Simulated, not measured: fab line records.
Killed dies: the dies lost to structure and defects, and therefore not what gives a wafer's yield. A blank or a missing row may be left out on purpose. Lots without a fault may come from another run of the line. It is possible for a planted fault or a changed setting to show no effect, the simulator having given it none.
A struck lot beside a sound one / flow n5-finfet / 36 steps out of a route of 1938
Sound: the wafers L866.1, L866.2, L866.3. Wafers L864.1, L864.5, L864.6 were the ones struck. At the end, the cause is stated.
At each step with rows: each side's tool, then ch and its chambers, then its first start. Under that, the readings that differ: sound wafers / struck wafers / difference of the means / sigmas: that difference in standard deviations of wafers without a fault.
alike: readings whose means differ by less than 2 such deviations, and words and numbers that are the same on both sides. not compared: withheld readings, readings that some wafer has no value for, bounds like >300 that may hide the same value, and numbers for which the record gives no deviation and whose values overlap.
The two part at a step that has a row with sigmas, a row that says differs or no value, or rows on one side only. Non-overlapping numbers with no deviation appear without sigmas and do not part them. A reading missing from all wafers of one side parts the sides only when that side holds two or more wafers.

first, 12 steps without rows for these wafers: N5_SD_EPI_P_STRIP_38 (strips in N2/H2); N5_SD_EPI_P_ETCHBACK_46 (etches SiNx in CH3F/O2, stops on SiO2, target depth 17.5 nm); N5_SD_EPI_P_ETCH_47 (etches SiOCN in CH3F/O2, target depth 25 nm); N5_SD_EPI_P_ETCH_16 (etches SiO2 in CHF3/O2, target depth 5 nm); N5_SD_EPI_P_STRIP_50 (strips in CHF3/O2); N5_SD_EPI_P_SD_RECESS_17 (chemistry HBr/Cl2/O2, target depth 39.1 nm, bt time 3 s); N5_SD_EPI_P_WET_ETCH_45 (etches SiO2 in dHF, time 10.7 s, target depth 2 nm, rinse time 30 s); N5_SD_EPI_P_STRIP_40 (strips in N2/H2); N5_SD_EPI_P_PRECLEAN_52 (cleans in O3/DIW, time 60 s); N5_SD_EPI_P_SRD_20 (time 30 s); N5_SD_EPI_P_PRECLEAN_51 (cleans in NF3:NH3, afs cycles 1, time 20 s, sublimation time 60 s); N5_SD_EPI_P_VAPOR_ETCH_44 (etches SiGe30 in NF3/Ar, time 3.3 s).
N5_SD_EPI_P_EPI_21: deposits SiGe:B, time 355 s.
  sound on epi-rpcvd-04 ch 0, day 6 04:02; struck on epi-rpcvd-03 ch 0, day 5 13:27
  alike: lamp-inner-pct
then, 8 steps without rows for these wafers: N5_SD_EPI_P_HM_STRIP_48 (strips SiNx in H3PO4, material SiNx, target depth 3 nm); N5_SD_EPI_P_SRD_49 (time 30 s); N5_SD_EPI_P_PRECLEAN_24 (cleans in O3/DIW, time 45 s); N5_SD_EPI_P_PRECLEAN_32 (cleans in dHF, time 10 s); N5_SD_EPI_P_PRECLEAN_33 (cleans in SC2, time 45 s); N5_SD_EPI_P_SRD_25 (time 30 s); N5_SD_ACTIVATION_RTA_00 (time 0 s); N5_SD_ACTIVATION_LSA_01 (time 0.0008 s).
N5_SD_ACTIVATION_RS_MEAS_03: measurement is done with a four-point probe.
  struck on film-metro-02, day 5 16:16; sound on film-metro-02, day 6 07:40
reading=RS_SD_P (ohm/sq); sound=56.1 55.0 55.3; struck=357.1 352.2 353.2; difference=+298.7; sigmas=+99 or more
  alike: RS_SD_N
then, 12 steps without rows for these wafers: N5_ILD0_LINER_00 (material SiNx, target thk 4 nm, pulse time 1 s, purge time 2 s); N5_ILD0_FCVD_FILL_01 (material SiO2 flowable, target thk 200 nm, time 328.3 s); N5_ILD0_CURE_02 (time 1800 s); N5_ILD0_CMP_03 (polishes, stops on SiNx, t overpolish 1.9 s, target thk 197.38 nm); N5_ILD0_CMP_07 (polishes SiO2 flowable, stops on poly-Si, t overpolish 1.18 s, target thk 138.88 nm); N5_ILD0_PRECLEAN_10 (cleans in NF3:NH3, afs cycles 5, time 20 s, sublimation time 60 s); N5_ILD0_ALD_15 (deposits SiNx, target thk 24 nm, pulse time 1 s, ald cycles 480); N5_ILD0_CMP_12 (polishes SiNx, stops on poly-Si, t overpolish 6 s, target thk 17.67 nm); N5_SDB_HM_DEP_00 (deposits SiNx from SiH4/NH3/N2, target thk 40 nm, time 35.3 s); N5_SDB_COAT_03 (time 60 s, resist thk 100 nm); N5_SDB_COAT_04 (time 60 s, resist thk 18 nm); N5_SDB_COAT_05 (resist thk 90 nm).
-- the record jumps here: 6 days lie between the struck wafers' starts before and after (it left off in module SDB and takes up again in module BEOL_M4, whose first step shown is number 1111 of the route) --
N5_BEOL_M4_RC_MEAS_101:
  sound on prober-01 ch 0, day 11 14:29; struck on prober-02 ch 0, day 11 09:07
reading=DIBL_P (mV/V); sound=38.6 37.0 37.3; struck=26.1 26.2 25.9; difference=-11.6; sigmas=-5
reading=IOFF_P (nA/um); sound=0.23 0.21 0.22; struck=0.07 0.07 0.06; difference=-0.15; sigmas=-4
reading=IOFF_P_85C (nA/um); sound=4.0 3.7 3.8; struck=1.4 1.4 1.3; difference=-2.5; sigmas=-4
reading=IOFF_P_LIN (nA/um); sound=0.109 0.102 0.104; struck=0.041 0.041 0.040; difference=-0.064; sigmas=-5
reading=ION_P (uA/um); sound=457 464 455; struck=319 324 315; difference=-139; sigmas=-17
reading=RC_DENSE_P (ohm.um); sound=22.7 23.7 23.0; struck=96.5 92.5 93.4; difference=+71.0; sigmas=+99 or more
reading=RC_P (ohm.um); sound=18.6 19.1 18.7; struck=78.3 76.3 75.9; difference=+58.0; sigmas=+99 or more
reading=REXT_P (ohm.um); sound=100.4 98.2 98.7; struck=399.5 399.0 397.5; difference=+299.6; sigmas=+99 or more
reading=RS_SD_P (ohm/sq); sound=66.3 65.8 65.8; struck=368.9 371.1 372.5; difference=+304.9; sigmas=+99 or more
reading=SS_P (mV/dec); sound=73.6 73.5 73.4; struck=70.6 71.0 71.9; difference=-2.3; sigmas=-3
reading=VT_P (mV); sound=-250 -251 -251; struck=-269 -268 -267; difference=-17; sigmas=-6
reading=VT_P_LVT (mV); sound=-99.1 -99.2 -99.7; struck=-118.3 -117.7 -119.1; difference=-19.0; sigmas=-6
  alike: DIBL_N, IOFF_N, ION_N, SS_N, VT_N
-- here the record skips 5 days between the struck wafers' starts before and after, leaving off in module BEOL_M4 and picking up in module PASSIVATION (first step shown: number 1936 of the route) --
N5_PASSIVATION_PROBE_49:
  record: rows for the struck wafers here (prober-02, day 16 15:42), none for the sound ones

== WHERE THEY PART ==
Earliest at N5_SD_ACTIVATION_RS_MEAS_03; latest, in this record, at N5_PASSIVATION_PROBE_49.

WHY: whatever the simulator had introduced
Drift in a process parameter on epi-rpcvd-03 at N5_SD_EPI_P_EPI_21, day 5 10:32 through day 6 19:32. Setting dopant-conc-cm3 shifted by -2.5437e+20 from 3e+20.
